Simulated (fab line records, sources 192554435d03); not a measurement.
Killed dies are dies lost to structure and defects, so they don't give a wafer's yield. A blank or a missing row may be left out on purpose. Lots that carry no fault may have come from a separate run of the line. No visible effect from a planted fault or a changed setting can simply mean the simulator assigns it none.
Matching of chambers :: flow n5Finfet :: N5_BEOL_M0_SAQP_MANDREL_ETCH_103 on rieSi-04: 4 sister chambers
The step etches a-Si in HBr/Cl2, stops on SiCN, target depth 45 nm, bt time 10 s, time 27 s. 4 wafers are shown with their chamber, then 11 later ones without.

== WAFERS WITH THEIR CHAMBER ==
wafer: L089.4
chamber: 1
throttleValvePct (%): 35.7

wafer: L089.5
chamber: 3
throttleValvePct (%): 35.2

wafer: L089.6
chamber: 0
throttleValvePct (%): 36.0

wafer: L092.2
chamber: 2
throttleValvePct (%): 35.5

== WAFERS WITH NO CHAMBER GIVEN ==
wafer: L092.5
throttleValvePct (%): 35.4

wafer: L092.6
throttleValvePct (%): 35.2

wafer: L094.1
throttleValvePct (%): 35.9

wafer: L094.4
throttleValvePct (%): 35.4

wafer: L094.6
throttleValvePct (%): 35.2

wafer: L095.1
throttleValvePct (%): 35.2

wafer: L095.3
throttleValvePct (%): 35.4

wafer: L095.4
throttleValvePct (%): 35.9

wafer: L096.1
throttleValvePct (%): 35.5

wafer: L096.3
throttleValvePct (%): 35.9

wafer: L096.4
throttleValvePct (%): 35.2

== CHAMBER TAKEN BY EACH ==
wafer: L092.5
from the rows above: can't be placed: 2 or 3
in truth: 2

wafer: L092.6
from the rows above: 3
in truth: 3

wafer: L094.1
from the rows above: can't be placed: 0 or 1
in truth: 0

wafer: L094.4
from the rows above: can't be placed: 2 or 3
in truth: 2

wafer: L094.6
from the rows above: 3
in truth: 3

wafer: L095.1
from the rows above: 3
in truth: 3

wafer: L095.3
from the rows above: can't be placed: 2 or 3
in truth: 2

wafer: L095.4
from the rows above: can't be placed: 0 or 1
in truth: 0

wafer: L096.1
from the rows above: 2
in truth: 2

wafer: L096.3
from the rows above: can't be placed: 0 or 1
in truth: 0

wafer: L096.4
from the rows above: 3
in truth: 3
Placed correctly: 5 of 11. From these rows, 6 cannot be placed; in 6 the true chamber is one of the candidates. Wrongly placed: 0.
How it was worked out, from the rows above alone: a wafer's distance from a chamber is the root of the sum, over the readings, of the square of ((its reading less the chamber's mean) divided by the reading's scatter). If the next closest chamber is less than 2 further off than the closest, the wafer can't be placed; otherwise it belongs to the closest. The mean given for a chamber averages the wafers shown for that chamber. The scatter (one wafer shown for each chamber): square how far every hidden wafer sits from the nearest shown wafer, average those squares and take the square root.
